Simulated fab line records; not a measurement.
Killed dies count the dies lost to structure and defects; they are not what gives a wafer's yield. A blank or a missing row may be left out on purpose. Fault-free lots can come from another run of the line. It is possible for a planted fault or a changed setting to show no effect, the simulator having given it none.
Comparing a struck lot with a sound one ; flow n5_finfet ; 37 steps out of a route of 1938
Sound: these wafers, L363.2, L363.3, L363.6. Struck: wafers L374.1, L374.5. (L374.2 of the same lot was not struck and is left out.) The cause comes at the end.
At each step with rows: each side's tool, then ch and its chambers, then its first start. Under that, the readings that differ: sound wafers ; struck wafers ; difference of the means ; sigmas: that difference in standard deviations of wafers without a fault.
alike: readings with means less than 2 such deviations apart, plus words and numbers identical on both sides. not compared: withheld readings, readings lacking a value on some wafer, bounds such as >300 that could conceal the same value, and numbers that have no deviation in the record and whose values overlap.
A row with sigmas, a row that says differs or no value, or rows on one side alone: a step with any of these is where the two part. Non-overlapping numbers with no deviation appear without sigmas and do not part them. A reading missing from all wafers of one side parts the sides only when that side holds two or more wafers.

first, 4 steps without rows for these wafers: N5_BEOL_M4_ANNEAL_87 (time 240 s); N5_BEOL_M4_SPUTTER_88 (material Cu, target thk 4.5 nm, time 8.29 s); N5_BEOL_M4_ANNEAL_89 (time 240 s); N5_BEOL_M4_SPUTTER_90 (material Cu, target thk 4.5 nm, time 8.29 s).
N5_BEOL_M4_ANNEAL_91: time 240 s.
  sound on pvd_sputter-02 at day 8 07:13; struck on pvd_sputter-03 at day 11 00:44
  alike: heater_power_w
then, 2 steps without rows for these wafers: N5_BEOL_M4_SPUTTER_92 (material Cu, target thk 4.5 nm, time 8.29 s); N5_BEOL_M4_ANNEAL_93 (time 240 s).
N5_BEOL_M4_SPUTTER_94: material Cu, target thk 4.5 nm, time 8.29 s.
  sound on pvd_sputter-02 at day 8 07:35; struck on pvd_sputter-03 at day 11 01:05
  alike: chuck_sensor_temp_C, throttle_valve_pct
then, 4 steps without rows for these wafers: N5_BEOL_M4_ANNEAL_95 (time 240 s); N5_BEOL_M4_SPUTTER_96 (material Cu, target thk 4.5 nm, time 8.29 s); N5_BEOL_M4_ECD_50 (material Cu, target thk 300 nm); N5_BEOL_M4_ANNEAL_51 (time 90 s).
N5_BEOL_M4_CMP_52: polishes, stops on SiOC, t overpolish 6.8 s, target thk 40 nm.
  sound on cmp-01 ch 0,2,3, day 8 08:20; struck on cmp-03 ch 0, day 11 01:50
  alike: barrier_field_endpoint_s, motor_current_A, overpolish_run_s, platen_rpm, time_to_endpoint_s
N5_BEOL_M4_PRE_CLEAN_60: time 15 s.
  sound on cvd_co-02 ch 0,1,2, day 8 08:37; struck on cvd_co-02 ch 1, day 11 02:08
  alike: heater_power_w
then, 3 steps without rows for these wafers: N5_BEOL_M4_CO_CAP_55 (material Co, precursor CCTBA/H2, target thk 2 nm, time 102.1 s); N5_BEOL_M4_PRE_CLEAN_56 (time 15 s); N5_BEOL_M4_DEP_57 (deposits SiCN from 3MS/NH3, target thk 8 nm, time 14 s).
N5_BEOL_M4_INSPECT_59: inspects for defects (darkfield).
  sound on defect_inspect-02 at day 8 08:52; struck on defect_inspect-01 at day 11 02:23
reading;sound;struck;difference;sigmas
raw_defect_count;52 71 77;834 861;+781;+34
then, 2 steps without rows for these wafers: N5_BEOL_M5_ILD_DEP_00 (deposits SiCOH lowk from DEMS/porogen, target thk 140.64 nm, time 25.9 s); N5_BEOL_M5_CURE_79 (cures SiCOH lowk, time 240 s).
N5_BEOL_M5_THK_MEAS_01:
  sound on film_metro-02 at day 8 10:26; struck on film_metro-02 at day 11 03:56
  alike: M5_ILD_THK
N5_BEOL_M5_PECVD_70: deposits SiO2 from TEOS/O2, target thk 16 nm, time 18 s.
  sound on pecvd-04 ch 1,2, day 8 10:28; struck on pecvd-01 ch 0,2, day 11 03:59
  alike: heater_power_w, showerhead_plenum_p_Torr, throttle_valve_pct
then, 10 steps without rows for these wafers: N5_BEOL_M5_HM_DEP_02 (deposits TiN, target thk 20 nm); N5_BEOL_M5_COAT_59 (time 60 s, resist thk 60 nm); N5_BEOL_M5_COAT_60 (time 60 s, resist thk 12 nm); N5_BEOL_M5_COAT_71 (time 60 s, resist thk 5 nm); N5_BEOL_M5_COAT_05 (resist thk 30 nm); N5_BEOL_M5_EBR_07; N5_BEOL_M5_SOFTBAKE_06 (time 60 s); N5_BEOL_M5_EXPOSE_08 (exposes mask M5, target cd 28 nm); N5_BEOL_M5_PEB_09 (peb time 60 s); N5_BEOL_M5_DEVELOP_10 (develop time 30 s).
N5_BEOL_M5_CD_MEAS_11: target cd 27.74 nm.
  sound on cd_sem-02 ch 0, day 8 11:04; struck on cd_sem-01 ch 0, day 11 04:33
  alike: cd_nm
N5_BEOL_M5_OVL_MEAS_12:
  sound on overlay-02 ch 0, day 8 11:06; struck on overlay-01 ch 0, day 11 04:35
  alike: M5_OVL
N5_BEOL_M5_INSPECT_13: inspects for defects (brightfield).
  sound on defect_inspect-02 at day 8 11:10; struck on defect_inspect-02 at day 11 04:38
reading;sound;struck;difference;sigmas
raw_defect_count;340 452 404;1294 1134;+815;+9
N5_BEOL_M5_DESCUM_16: chemistry O2, time 7 s.
  sound on rie_diel-03 ch 0,2,3, day 8 11:11; struck on rie_diel-03 ch 1,3, day 11 04:54
  alike: drypump_motor_current_A, oes_product_au, rf_vpp_V, showerhead_plenum_p_Torr, throttle_valve_pct
  not compared: rf_hours_counter_h
-- the record jumps here: 4 days lie between the struck wafers' starts before and after (it left off in module BEOL_M5 and takes up again in module PASSIVATION, whose first step shown is number 1936 of the route) --
N5_PASSIVATION_PROBE_49:
  sound on prober-01 at day 12 19:44; struck on prober-02 at day 15 06:12
reading;sound;struck;difference;sigmas
defect_limited_yield (%);94.2 94.0 94.2;46.7 46.4;-47.6;-32
killed_at_M4_up;14 12 10;547 553;+538;+99 or more
killed_dies;69 71 69;629 633;+561;+33
killed_on_rim;11 9 7;70 84;+68;+18
sort_bin_5_function (%);3.6 3.9 3.8;34.5 34.0;+30.5;+32
sort_bin_6_memory (%);1.7 1.7 1.9;16.1 16.1;+14.3;+22
sort_n_pass;1111 1109 1111;551 547;-561;-33
sort_yield_pct (%);94.2 94.0 94.2;46.7 46.4;-47.6;-32
  alike: killed_at_M0_to_M3, killed_at_contacts, killed_at_front_end, killed_at_other, killed_open, killed_short

== WHERE THEY PART ==
Earliest at N5_BEOL_M4_INSPECT_59; latest, in this record, at N5_PASSIVATION_PROBE_49.

WHY: what had been put in by the simulator
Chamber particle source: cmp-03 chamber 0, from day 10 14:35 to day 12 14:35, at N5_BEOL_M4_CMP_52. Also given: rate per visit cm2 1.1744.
